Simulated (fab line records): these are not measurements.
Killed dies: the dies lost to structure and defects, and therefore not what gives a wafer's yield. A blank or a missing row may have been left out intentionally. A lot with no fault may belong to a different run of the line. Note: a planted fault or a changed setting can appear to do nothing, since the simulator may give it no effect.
Which tool did it?	flow n5-finfet	15 lots, 45 wafers sampled, at 5 steps of a route of 1938

WHAT EACH GAUGE READ, for each wafer
N5_BEOL_M4_RC_MEAS_101. Usual: DIBL_N 35.1 mV/V, standard deviation 1.6; DIBL_P 34.9 mV/V, standard deviation 1.8; IOFF_N 0.143 nA/um, standard deviation 0.026; IOFF_P 0.21 nA/um, standard deviation 0.037; ION_N 671 uA/um, standard deviation 11; ION_P 463 uA/um, standard deviation 7.8; SS_N 71.2 mV/dec, standard deviation 0.58; SS_P 73.0 mV/dec, standard deviation 0.54; VT_N 251 mV, standard deviation 3; VT_P -250 mV, standard deviation 4.1.
lot	measured	on	DIBL_N (mV/V)	DIBL_P (mV/V)	IOFF_N (nA/um)	IOFF_P (nA/um)	ION_N (uA/um)	ION_P (uA/um)	SS_N (mV/dec)	SS_P (mV/dec)	VT_N (mV)	VT_P (mV)	flag
L411	day 8 19:02	prober-02	36.0 35.5 38.2	35.6 35.7 37.7	0.173 0.165 0.214	0.22 0.23 0.27	682 682 690	468 468 469	71.7 71.4 71.7	73.0 73.1 73.6	248 247 246	-247 -244 -242	
L412	day 8 09:57	prober-01	31.8 34.7 31.2	30.7 35.7 30.9	0.109 0.146 0.097	0.15 0.21 0.15	658 667 652	457 465 457	71.1 72.3 70.0	71.7 73.5 71.7	253 250 256	-253 -249 -250	
L413	day 8 23:17	prober-02	32.9 34.7 35.1	32.2 34.7 35.1	0.110 0.137 0.147	0.18 0.21 0.22	663 678 680	462 472 464	69.8 70.9 71.3	72.5 72.8 72.7	255 250 252	-249 -248 -249	
L414	day 9 04:28	prober-01	33.5 33.3 34.0	33.1 32.9 33.4	0.131 0.129 0.138	0.17 0.17 0.16	676 670 675	461 453 460	71.2 71.2 70.9	72.3 73.0 73.1	249 251 253	-254 -255 -254	
L415	day 9 06:34	prober-01	31.5 35.8 33.8	31.2 35.1 33.7	0.092 0.149 0.122	0.12 0.16 0.15	661 655 663	455 450 453	69.7 71.0 70.4	72.1 72.9 73.3	259 251 252	-260 -255 -256	
L416	day 9 19:20	prober-02	33.6 31.6 31.3	34.0 31.3 31.5	0.139 0.109 0.106	0.22 0.18 0.18	672 659 655	467 467 457	71.6 70.8 70.6	73.1 71.9 71.9	250 252 253	-246 -249 -247	
L418	day 10 21:08	prober-01	35.0 34.8 35.4	34.1 33.8 34.2	0.118 0.119 0.134	0.16 0.15 0.16	657 654 675	451 450 453	71.6 71.5 71.7	72.6 72.9 72.6	257 255 253	-256 -261 -255	
L417	day 11 01:00	prober-01	34.3 35.9 33.5	35.1 36.5 34.4	0.135 0.155 0.131	0.20 0.23 0.20	681 691 668	467 467 469	71.2 71.6 71.2	73.2 73.7 72.3	254 251 252	-248 -246 -250	
L421	day 11 06:17	prober-01	32.3 35.7 34.8	30.9 36.4 34.2	0.105 0.159 0.141	0.15 0.22 0.19	663 677 673	458 466 463	70.3 71.0 70.4	72.7 73.3 73.2	255 248 251	-251 -246 -248	
L429	day 13 23:04	prober-01	34.1 34.5 34.7	34.2 33.9 36.2	0.138 0.140 0.165	0.20 0.19 0.24	668 670 696	462 459 477	70.5 71.0 71.9	73.2 73.2 73.1	251 253 246	-247 -249 -246	
L431	day 14 18:48	prober-01	34.3 37.4 36.3	33.8 38.1 36.9	0.121 0.175 0.154	0.19 0.26 0.23	656 675 674	450 472 472	71.3 71.4 71.2	72.6 73.6 72.7	253 249 251	-251 -247 -250	
L434	day 15 04:52	prober-01	35.0 34.8 35.2	35.3 36.6 35.1	0.138 0.135 0.132	0.21 0.23 0.21	667 661 677	463 462 474	71.1 71.2 71.0	73.1 73.1 73.1	249 249 249	-248 -247 -248	

TOOL THAT RAN EACH LOT (tool first, then ch and the chambers of the sampled wafers, then the start)
lot	N5_HKMG_FIN_DESCUM_17	N5_HKMG_FIN_ETCH_32	N5_HKMG_FIN_STRIP_92	N5_HKMG_FIN_ETCH_67
L411	rie-diel-04 ch 0,3, day 4 09:08	rie-diel-04 ch 0,3, day 4 09:14	rie-diel-04 ch 0,3, day 4 09:35	rie-diel-04 ch 0,2,3, day 4 11:35
L412	rie-diel-05 ch 2,3, day 4 11:21	rie-diel-05 ch 2,3, day 4 11:26	rie-diel-05 ch 2,3, day 4 11:48	rie-diel-04 ch 1,3, day 4 13:44
L413	rie-diel-04 ch 2,3, day 4 19:12	rie-diel-04 ch 2,3, day 4 19:17	rie-diel-04 ch 2,3, day 4 19:39	rie-diel-06 ch 1,2, day 4 21:36
L414	rie-diel-06 ch 1,2, day 5 01:44	rie-diel-06 ch 1,2, day 5 01:49	rie-diel-06 ch 1,2, day 5 02:11	rie-diel-05 ch 0,3, day 5 04:07
L415	rie-diel-06 ch 0,2,3, day 5 12:27	rie-diel-06 ch 0,2,3, day 5 12:32	rie-diel-06 ch 0,2,3, day 5 12:54	rie-diel-06 ch 0,1,2, day 5 14:51
L416	rie-diel-05 ch 1,2,3, day 5 15:13	rie-diel-05 ch 1,2,3, day 5 15:18	rie-diel-05 ch 1,2,3, day 5 15:40	rie-diel-06 ch 1,2,3, day 5 17:44
L418	rie-diel-06 ch 0,1,2, day 5 21:53	rie-diel-06 ch 0,1,2, day 5 21:59	rie-diel-06 ch 0,1,2, day 5 22:20	rie-diel-06 ch 0,2,3, day 6 00:17
L417	rie-diel-04 ch 0,2, day 6 00:16	rie-diel-04 ch 0,2, day 6 00:22	rie-diel-04 ch 0,2, day 6 00:43	rie-diel-05 ch 0,2,3, day 6 02:43
L421	rie-diel-06 ch 2,3, day 6 17:19	rie-diel-06 ch 2,3, day 6 17:24	rie-diel-06 ch 2,3, day 6 17:46	rie-diel-06 ch 1,2,3, day 6 19:51
L423	rie-diel-05 ch 0,1,2, day 7 03:44	rie-diel-05 ch 0,1,2, day 7 03:50	rie-diel-05 ch 0,1,2, day 7 04:12	rie-diel-06 ch 0,1,3, day 7 06:10
L424	rie-diel-06 ch 0,1,2, day 7 12:46	rie-diel-06 ch 0,1,2, day 7 12:52	rie-diel-06 ch 0,1,2, day 7 13:13	rie-diel-04 ch 1,2,3, day 7 15:22
L425	rie-diel-04 ch 0,1,3, day 7 17:14	rie-diel-04 ch 0,1,3, day 7 17:20	rie-diel-04 ch 0,1,3, day 7 17:41	rie-diel-05 ch 1,2,3, day 7 19:38
L429	rie-diel-06 ch 0,1,2, day 8 20:40	rie-diel-06 ch 0,1,2, day 8 20:50	rie-diel-06 ch 0,1,2, day 8 21:07	rie-diel-05 ch 0,1,2, day 8 23:07
L431	rie-diel-05 ch 0,1,2, day 9 06:31	rie-diel-05 ch 0,1,2, day 9 06:37	rie-diel-05 ch 0,1,2, day 9 06:58	rie-diel-04 ch 1,2,3, day 9 08:56
L434	rie-diel-05 ch 0,1, day 10 01:19	rie-diel-05 ch 0,1, day 10 01:24	rie-diel-05 ch 0,1, day 10 01:46	rie-diel-04 ch 2,3, day 10 03:43
- N5_HKMG_FIN_DESCUM_17: chemistry O2, time 7.9 s.
- N5_HKMG_FIN_ETCH_32: etches SOC in N2/H2, target depth 240 nm, time 300 s.
- N5_HKMG_FIN_STRIP_92: strips SOC in N2/H2, time 20 s.
- N5_HKMG_FIN_ETCH_67: etches SOC in N2/H2, stops on TiN, target depth 388.9 nm.

AS READ BY THE TOOLS THEMSELVES (means over the sampled wafers that have a number; for cases with no such wafer, the mark the record gives instead)
N5_HKMG_FIN_DESCUM_17. Usual: bias-power-w 20.00 W, standard deviation 0.058; drypump-motor-current-A 5.73 A, standard deviation 0.26; oes-product-au 0.81 a.u., standard deviation 0.1; rf-vpp-V 243.7 V, standard deviation 1.4; showerhead-plenum-p-Torr 2.12 Torr, standard deviation 0.072; throttle-valve-pct 20.33 %, standard deviation 0.27.
lot	tool	bias-power-w (W)	drypump-motor-current-A (A)	oes-product-au (a.u.)	rf-vpp-V (V)	showerhead-plenum-p-Torr (Torr)	throttle-valve-pct (%)	flag
L411	rie-diel-04	19.97	5.85	0.88	244.7	2.19	20.37	
L412	rie-diel-05	19.98	5.98	0.77	242.9	2.08	20.52	
L413	rie-diel-04	20.00	5.83	0.86	244.5	2.16	20.55	
L414	rie-diel-06	20.01	5.65	0.89	243.1	2.11	20.08	
L415	rie-diel-06	20.07	5.54	0.84	244.2	2.19	20.13	
L416	rie-diel-05	19.94	5.92	0.75	243.6	2.10	20.39	
L418	rie-diel-06	20.05	5.65	0.88	244.4	2.16	20.17	
L417	rie-diel-04	20.00	5.44	0.69	243.0	2.05	20.54	
L421	rie-diel-06	20.03	5.42	0.77	244.5	2.16	20.08	
L423	rie-diel-05	20.04	5.84	0.88	244.1	2.12	20.15	
L424	rie-diel-06	20.01	5.66	0.86	244.8	2.16	20.18	
L425	rie-diel-04	19.99	5.85	0.85	245.2	2.14	20.35	
L429	rie-diel-06	20.07	5.66	0.86	243.9	2.15	20.22	
L431	rie-diel-05	19.97	5.85	0.83	242.8	2.11	20.18	
L434	rie-diel-05	20.02	5.64	0.82	243.7	2.12	20.12	

N5_HKMG_FIN_ETCH_32. Usual: bias-w 150.0 W, standard deviation 0.43; chamber-pressure-mTorr 29.996 mTorr, standard deviation 0.025; drypump-motor-current-A 5.74 A, standard deviation 0.26; n2-flow-sccm 200.0 sccm, standard deviation 0.62; oes-product-au 0.81 a.u., standard deviation 0.1; rf-vpp-V 524.9 V, standard deviation 2.6; showerhead-plenum-p-Torr 2.58 Torr, standard deviation 0.089; throttle-valve-pct 17.8 %, standard deviation 0.31.
lot	tool	bias-w (W)	chamber-pressure-mTorr (mTorr)	drypump-motor-current-A (A)	n2-flow-sccm (sccm)	oes-product-au (a.u.)	rf-vpp-V (V)	showerhead-plenum-p-Torr (Torr)	throttle-valve-pct (%)	flag
L411	rie-diel-04	149.8	29.972	5.83	200.4	0.87	526.8	2.66	17.7	
L412	rie-diel-05	150.3	30.014	6.00	200.2	0.76	524.2	2.54	18.1	
L413	rie-diel-04	150.3	29.972	5.83	200.3	0.86	525.8	2.62	18.0	
L414	rie-diel-06	149.6	30.007	5.68	199.9	0.91	524.0	2.56	17.6	
L415	rie-diel-06	149.6	30.002	5.55	199.7	0.84	527.5	2.68	17.6	
L416	rie-diel-05	149.7	30.026	5.96	199.9	0.74	524.7	2.57	17.9	
L418	rie-diel-06	149.8	29.996	5.67	200.2	0.89	525.7	2.64	17.6	
L417	rie-diel-04	150.0	29.996	5.47	200.1	0.70	521.8	2.48	18.0	
L421	rie-diel-06	150.1	30.001	5.43	199.7	0.78	526.3	2.64	17.6	
L423	rie-diel-05	150.3	30.018	5.84	199.3	0.87	524.4	2.58	17.6	
L424	rie-diel-06	149.9	30.026	5.65	200.0	0.88	526.0	2.63	17.6	
L425	rie-diel-04	149.7	29.983	5.83	199.7	0.84	526.5	2.61	17.8	
L429	rie-diel-06	149.7	29.995	5.66	199.8	0.86	526.6	2.62	17.7	
L431	rie-diel-05	150.4	30.006	5.85	199.9	0.83	525.0	2.57	17.6	
L434	rie-diel-05	150.2	29.982	5.67	199.4	0.81	524.6	2.56	17.4	

N5_HKMG_FIN_STRIP_92. Usual: bias-power-w is 7.997 W with standard deviation 0.023, drypump-motor-current-A is 5.75 A with standard deviation 0.26, n2-flow-sccm is 300.1 sccm with standard deviation 0.89, oes-product-au is 0.81 a.u. with standard deviation 0.099, rf-vpp-V is 54.3 V with standard deviation 0.85, showerhead-plenum-p-Torr is 3.41 Torr with standard deviation 0.11, and throttle-valve-pct is 19.0 % with standard deviation 0.42.
lot	tool	bias-power-w (W)	drypump-motor-current-A (A)	n2-flow-sccm (sccm)	oes-product-au (a.u.)	rf-vpp-V (V)	showerhead-plenum-p-Torr (Torr)	throttle-valve-pct (%)	flag
L411	rie-diel-04	7.972	5.84	299.7	0.86	54.7	3.50	19.0	
L412	rie-diel-05	7.979	5.97	299.7	0.76	54.2	3.36	19.5	
L413	rie-diel-04	7.999	5.85	300.8	0.86	54.2	3.47	19.0	
L414	rie-diel-06	7.987	5.68	300.1	0.90	53.7	3.38	19.0	
L415	rie-diel-06	7.987	5.54	300.4	0.85	54.5	3.53	18.8	
L416	rie-diel-05	8.008	5.98	300.6	0.75	53.3	3.39	19.2	
L418	rie-diel-06	7.992	5.68	300.8	0.88	54.8	3.48	18.9	
L417	rie-diel-04	7.975	5.45	300.3	0.69	55.0	3.28	19.4	
L421	rie-diel-06	7.999	5.44	300.5	0.78	56.0	3.48	18.9	
L423	rie-diel-05	8.020	5.86	299.9	0.87	53.5	3.41	18.7	
L424	rie-diel-06	8.000	5.68	300.4	0.87	54.6	3.47	18.9	
L425	rie-diel-04	8.009	5.85	300.6	0.84	54.0	3.44	19.0	
L429	rie-diel-06	8.007	5.66	299.6	0.85	54.0	3.46	18.9	
L431	rie-diel-05	7.993	5.87	299.6	0.83	54.4	3.39	18.7	
L434	rie-diel-05	8.005	5.66	299.9	0.80	54.4	3.38	18.6	

N5_HKMG_FIN_ETCH_67. Usual: bias-w 61.02 W, standard deviation 0.18; chamber-pressure-mTorr 29.999 mTorr, standard deviation 0.029; drypump-motor-current-A 5.71 A, standard deviation 0.27; n2-flow-sccm 200.0 sccm, standard deviation 0.59; oes-product-au 0.80 a.u., standard deviation 0.098; rf-vpp-V 241.1 V, standard deviation 1.4; showerhead-plenum-p-Torr 2.58 Torr, standard deviation 0.091; throttle-valve-pct 17.8 %, standard deviation 0.31.
lot	tool	bias-w (W)	chamber-pressure-mTorr (mTorr)	drypump-motor-current-A (A)	n2-flow-sccm (sccm)	oes-product-au (a.u.)	rf-vpp-V (V)	showerhead-plenum-p-Torr (Torr)	throttle-valve-pct (%)	flag
L411	rie-diel-04	61.08	29.987	5.65	199.5	0.78	240.2	2.56	17.9	
L412	rie-diel-04	60.89	30.009	6.04	199.3	0.84	242.6	2.69	17.8	
L413	rie-diel-06	60.70	30.018	5.71	200.0	0.92	242.1	2.64	17.4	
L414	rie-diel-05	61.04	29.993	5.69	200.4	0.76	241.3	2.55	17.7	
L415	rie-diel-06	60.98	29.999	5.64	200.0	0.88	241.9	2.64	17.6	
L416	rie-diel-06	61.04	30.004	5.54	200.1	0.82	240.6	2.60	17.6	
L418	rie-diel-06	61.18	30.001	5.54	199.9	0.82	242.4	2.67	17.6	
L417	rie-diel-05	61.09	30.000	5.87	200.1	0.77	241.0	2.56	17.9	
L421	rie-diel-06	60.90	30.012	5.54	199.5	0.81	241.4	2.60	17.6	
L423	rie-diel-06	-	-	-	-	-	-	-	-	OFF
L424	rie-diel-04	-	-	-	-	-	-	-	-	OFF
L425	rie-diel-05	-	-	-	-	-	-	-	-	OFF
L429	rie-diel-05	60.88	30.002	5.86	199.9	0.83	240.9	2.57	17.6	
L431	rie-diel-04	60.89	30.052	5.83	200.2	0.82	241.1	2.58	17.9	
L434	rie-diel-04	61.03	29.996	5.84	199.4	0.79	242.3	2.60	18.0	

THE ANSWER, worked out from the rows above alone
Rule: a lot is off if the mean of its wafers that have a number lies more than 3 standard deviations from the usual mean. Also off: a lot with no number at a reading for which 4 or more lots have one. Where the step has rows for the other lots, those lots are counted as sound. After the gauges, taken in route order, come the tools' own readings; for these a lot's mean is taken, as printed above. At the first step where some lot is off, the reading lying furthest off is the one used; lots without a number count as furthest.
Off at N5_HKMG_FIN_ETCH_67 (bias-w): L423, L424, L425. Without a number there: L423, L424, L425.
A tool fits if, at that step or a process step before it, it ran every lot that is off, and no sound lot after the first of them. Of those tried, none fits.

WHAT WAS PUT IN BY THE SIMULATOR
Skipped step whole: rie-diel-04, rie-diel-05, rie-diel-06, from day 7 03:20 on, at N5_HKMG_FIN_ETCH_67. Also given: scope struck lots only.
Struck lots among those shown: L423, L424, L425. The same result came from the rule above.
